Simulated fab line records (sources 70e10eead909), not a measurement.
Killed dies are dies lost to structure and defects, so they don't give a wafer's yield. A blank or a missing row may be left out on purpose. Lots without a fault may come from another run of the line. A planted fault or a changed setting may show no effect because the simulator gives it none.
Chamber matching + flow nand-harc + NHARC_P_M2_STRIP_18 on rie-diel-11 has 4 sister chambers
The step strips in N2/H2. 8 wafers are shown with their chamber, then 10 later ones without.

== WAFERS WITH THEIR CHAMBER ==
| wafer  | chamber | drypump-motor-current-A (A) | rf-vpp-V (V) |
|--------|---------|-----------------------------|--------------|
| L082.2 | 0       | 6.4                         | 91.1         |
| L082.4 | 1       | 5.1                         | 88.9         |
| L082.5 | 1       | 5.1                         | 88.9         |
| L090.1 | 0       | 6.4                         | 92.1         |
| L090.5 | 3       | 5.3                         | 90.4         |
| L090.6 | 2       | 5.9                         | 89.0         |
| L093.1 | 3       | 5.4                         | 90.6         |
| L093.2 | 2       | 5.9                         | 90.6         |

== WAFERS WITHOUT THEIR CHAMBER ==
| wafer  | drypump-motor-current-A (A) | rf-vpp-V (V) |
|--------|-----------------------------|--------------|
| L093.4 | 6.5                         | 91.4         |
| L094.2 | 6.4                         | 90.7         |
| L094.5 | 5.1                         | 88.8         |
| L094.6 | 5.9                         | 90.6         |
| L096.4 | 6.4                         | 91.8         |
| L096.5 | 5.1                         | 91.3         |
| L096.6 | 5.9                         | 90.4         |
| L097.3 | 6.4                         | 90.3         |
| L097.5 | 5.8                         | 89.9         |
| L097.6 | 5.4                         | 90.6         |

== WHICH CHAMBER EACH WENT THROUGH ==
| wafer  | from the rows above | in truth |
|--------|---------------------|----------|
| L093.4 | 0                   | 0        |
| L094.2 | 0                   | 0        |
| L094.5 | 1                   | 1        |
| L094.6 | 2                   | 2        |
| L096.4 | 0                   | 0        |
| L096.5 | 1                   | 1        |
| L096.6 | 2                   | 2        |
| L097.3 | 0                   | 0        |
| L097.5 | 2                   | 2        |
| L097.6 | 3                   | 3        |
Correctly placed: 10 of 10. Number that these rows cannot place: 0. Placed wrongly: 0.
How it was worked out, from the rows above alone: a wafer's distance from a chamber is the root of the sum, over the readings, of the square of ((its reading less the chamber's mean) divided by the reading's scatter). The wafer belongs to the nearest chamber; if the next one is less than 2 further off, it can't be placed. A chamber's mean is the mean of its shown wafers. The scatter is the square root of a quotient: the sum, over the shown wafers, of each reading's squared deviation from its chamber's mean, divided by wafers minus chambers.
